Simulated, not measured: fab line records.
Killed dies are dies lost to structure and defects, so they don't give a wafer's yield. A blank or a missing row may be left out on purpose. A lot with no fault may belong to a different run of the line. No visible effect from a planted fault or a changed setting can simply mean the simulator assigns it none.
Chamber matching :: flow n5_finfet :: ald_sin-01 running N5_STI_FIN_REVEAL_ALD_00: 4 sister chambers
The step deposits SiO2, target thk 1 nm, pulse time 1 s. 22 wafers are shown with their chamber, then 11 later ones without.

EACH WAFER AND ITS CHAMBER
wafer: L074.1
chamber: 0
heater_power_w (W): 516
precursor_pulse_height_rel: 0.986

wafer: L074.5
chamber: 2
heater_power_w (W): 473
precursor_pulse_height_rel: 1.004

wafer: L074.6
chamber: 0
heater_power_w (W): 512
precursor_pulse_height_rel: 0.978

wafer: L078.1
chamber: 2
heater_power_w (W): 458
precursor_pulse_height_rel: 1.003

wafer: L078.3
chamber: 0
heater_power_w (W): 525
precursor_pulse_height_rel: 1.021

wafer: L078.5
chamber: 1
heater_power_w (W): 493
precursor_pulse_height_rel: 0.974

wafer: L081.1
chamber: 0
heater_power_w (W): 517
precursor_pulse_height_rel: 1.005

wafer: L081.3
chamber: 2
heater_power_w (W): 467
precursor_pulse_height_rel: 0.998

wafer: L081.6
chamber: 2
heater_power_w (W): 459
precursor_pulse_height_rel: 0.989

wafer: L086.1
chamber: 2
heater_power_w (W): 473
precursor_pulse_height_rel: 1.006

wafer: L086.3
chamber: 0
heater_power_w (W): 511
precursor_pulse_height_rel: 1.010

wafer: L086.4
chamber: 1
heater_power_w (W): 499
precursor_pulse_height_rel: 1.020

wafer: L087.1
chamber: 0
heater_power_w (W): 514
precursor_pulse_height_rel: 1.011

wafer: L087.2
chamber: 2
heater_power_w (W): 470
precursor_pulse_height_rel: 0.961

wafer: L087.5
chamber: 0
heater_power_w (W): 519
precursor_pulse_height_rel: 0.970

wafer: L088.3
chamber: 2
heater_power_w (W): 467
precursor_pulse_height_rel: 0.982

wafer: L088.4
chamber: 3
heater_power_w (W): 462
precursor_pulse_height_rel: 0.996

wafer: L088.5
chamber: 0
heater_power_w (W): 517
precursor_pulse_height_rel: 1.044

wafer: L090.2
chamber: 1
heater_power_w (W): 502
precursor_pulse_height_rel: 1.005

wafer: L090.5
chamber: 0
heater_power_w (W): 514
precursor_pulse_height_rel: 0.996

wafer: L090.6
chamber: 3
heater_power_w (W): 461
precursor_pulse_height_rel: 0.972

wafer: L091.2
chamber: 2
heater_power_w (W): 473
precursor_pulse_height_rel: 0.980

SIGNATURES, as means of the wafers listed above
reading: heater_power_w
chamber 0: 516.11
chamber 1: 498.00
chamber 2: 467.50
chamber 3: 461.50
scatter within a chamber: 4.96

reading: precursor_pulse_height_rel
chamber 0: 1.00233
chamber 1: 0.99967
chamber 2: 0.99038
chamber 3: 0.98400
scatter within a chamber: 0.0201
Rule: distance of a wafer from a chamber = root of the sum over the readings of ((wafer's reading minus chamber's mean) / reading's scatter) squared. If the next closest chamber is less than 2 further off than the closest, the wafer can't be placed; otherwise it belongs to the closest. The scatter is the square root of a quotient: the sum, over the shown wafers, of each reading's squared deviation from its chamber's mean, divided by wafers minus chambers.

WAFERS WHOSE CHAMBER IS MISSING
wafer: L091.5
heater_power_w (W): 491
precursor_pulse_height_rel: 0.994

wafer: L091.6
heater_power_w (W): 521
precursor_pulse_height_rel: 0.970

wafer: L092.1
heater_power_w (W): 467
precursor_pulse_height_rel: 1.004

wafer: L092.2
heater_power_w (W): 510
precursor_pulse_height_rel: 1.002

wafer: L092.5
heater_power_w (W): 524
precursor_pulse_height_rel: 0.988

wafer: L093.3
heater_power_w (W): 523
precursor_pulse_height_rel: 0.956

wafer: L093.4
heater_power_w (W): 502
precursor_pulse_height_rel: 1.008

wafer: L093.6
heater_power_w (W): 505
precursor_pulse_height_rel: 0.956

wafer: L094.3
heater_power_w (W): 520
precursor_pulse_height_rel: 1.008

wafer: L094.4
heater_power_w (W): 465
precursor_pulse_height_rel: 1.011

wafer: L094.5
heater_power_w (W): 471
precursor_pulse_height_rel: 0.996

WHICH CHAMBER EACH WENT THROUGH
wafer: L091.5
from the rows above: 1
in truth: 1

wafer: L091.6
from the rows above: 0
in truth: 0

wafer: L092.1
from the rows above: can't be placed: 2 or 3
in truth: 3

wafer: L092.2
from the rows above: can't be placed: 0 or 1
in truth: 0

wafer: L092.5
from the rows above: 0
in truth: 0

wafer: L093.3
from the rows above: 0
in truth: 0

wafer: L093.4
from the rows above: can't be placed: 1 or 0
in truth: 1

wafer: L093.6
from the rows above: can't be placed: 1 or 0
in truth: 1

wafer: L094.3
from the rows above: 0
in truth: 0

wafer: L094.4
from the rows above: can't be placed: 2 or 3
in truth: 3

wafer: L094.5
from the rows above: can't be placed: 2 or 3
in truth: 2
Placed correctly: 5 of 11. Cannot be placed on the basis of these rows: 6; the candidates contain the true chamber in 6. 0 placed wrongly.
